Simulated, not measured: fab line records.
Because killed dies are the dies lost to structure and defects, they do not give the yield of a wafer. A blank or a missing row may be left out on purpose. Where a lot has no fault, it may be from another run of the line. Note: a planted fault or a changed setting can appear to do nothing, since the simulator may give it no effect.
Code-filled problem report in 8D (eight disciplines) form + flow n5_finfet + the parts of the form that need people (team, actions taken, sign-off) are left out

## 1. WHAT WENT WRONG
At N5_BEOL_M9_CMP_52, barrier_field_endpoint_s averages 21.4 s over 2 wafers from 2 lots, while fault-free wafers read 29.0 s, standard deviation 0.77. That is -9.9 standard deviations from the usual mean.
The step: polishes, stops on SiCOH lowk, t overpolish 7 s, target thk 140 nm.
Seen first at day 13 20:19 on cmp-01, wafer L907.2. At this step, 32 wafers from 11 lots have a number in the record. The rule behind "out" and "out of limits": a value lying over 4 standard deviations away from the usual mean. The other wafers with a number count as sound.

## 2. WHAT IT IS, WHAT IT ISN'T
| question                    | is                       | is not                                                                    |
|-----------------------------|--------------------------|---------------------------------------------------------------------------|
| which readings at this step | barrier_field_endpoint_s | motor_current_A, pad_life_wafers                                          |
| which lots                  | L907, L908               | L892, L894, L896, L897, L898, L901, L903, L904, L915                      |
| which wafers of those lots  | L907.2, L908.4           | L907.3, L907.5, L908.3, L908.5                                            |
| read on which tools         | cmp-01, cmp-02           | cmp-04                                                                    |
| when                        | from day 13 20:19        | up to then (25 sound wafers); but 5 sound wafers of L908, L915 came after |

## 3. WHAT RULES OUT EACH SUSPECT
Counting: a tool at a process step up to the reading stays a suspect if it ran every lot that is out. Sound lots after the first of them don't rule it out here, since some wafers of a struck lot are sound.
- pecvd-02 at N5_BEOL_M9_PECVD_70 (deposits SiO2 from TEOS/O2, target thk 20 nm, time 22.7 s): kept. It ran every lot that is out, first L907 (day 13 14:53); its last sound lot up to then is L904 (day 12 22:26).
Left after counting: pecvd-02 at N5_BEOL_M9_PECVD_70.

## 4. THE CAUSE (what the simulator had put in)
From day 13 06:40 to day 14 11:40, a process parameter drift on pecvd-02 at N5_BEOL_M9_PECVD_70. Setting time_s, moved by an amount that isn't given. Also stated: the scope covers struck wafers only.
The count eliminated every tool but this one.

## 5. THE EFFECT CHAIN, in route order
One row per reading whose mean, taken over the struck wafers that have a number, lies over 3 standard deviations from the usual. Readings are gone through only where the record gives a usual standard deviation; hours: the median, over the lots, of the time from a lot's start at the first step in this table giving one to that lot's start at this step; sigmas: the change measured in usual standard deviations.
| hours | step              | reading                  | usual  | on struck wafers | change | sigmas |
|-------|-------------------|--------------------------|--------|------------------|--------|--------|
| 0     | N5_BEOL_M9_CMP_52 | barrier_field_endpoint_s | 29.0 s | 21.4             | -7.6   | -9.9   |
Here are the process steps it includes:
- N5_BEOL_M9_CMP_52: polishes, stops on SiCOH lowk, t overpolish 7 s, target thk 140 nm.
Later steps that measure or inspect, where all struck wafers having a row at the step show a number for every such reading and not one has moved that far: N5_BEOL_M9_RS_MEAS_57.

## 6. HOW IT WOULD HAVE BEEN CAUGHT EARLIER
The fault began at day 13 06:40; the first out-of-limits reading in this record came at day 13 20:19, 14 hours later.
No tool reading at N5_BEOL_M9_PECVD_70 that has a usual standard deviation in the record was out on any struck wafer, so an alarm limit of 4 standard deviations on those readings would not have fired.
Among the 2 lots that are out, L908 began N5_BEOL_M9_PECVD_70 on pecvd-02 after day 13 20:19. Putting the tool on hold at that point would have spared it.
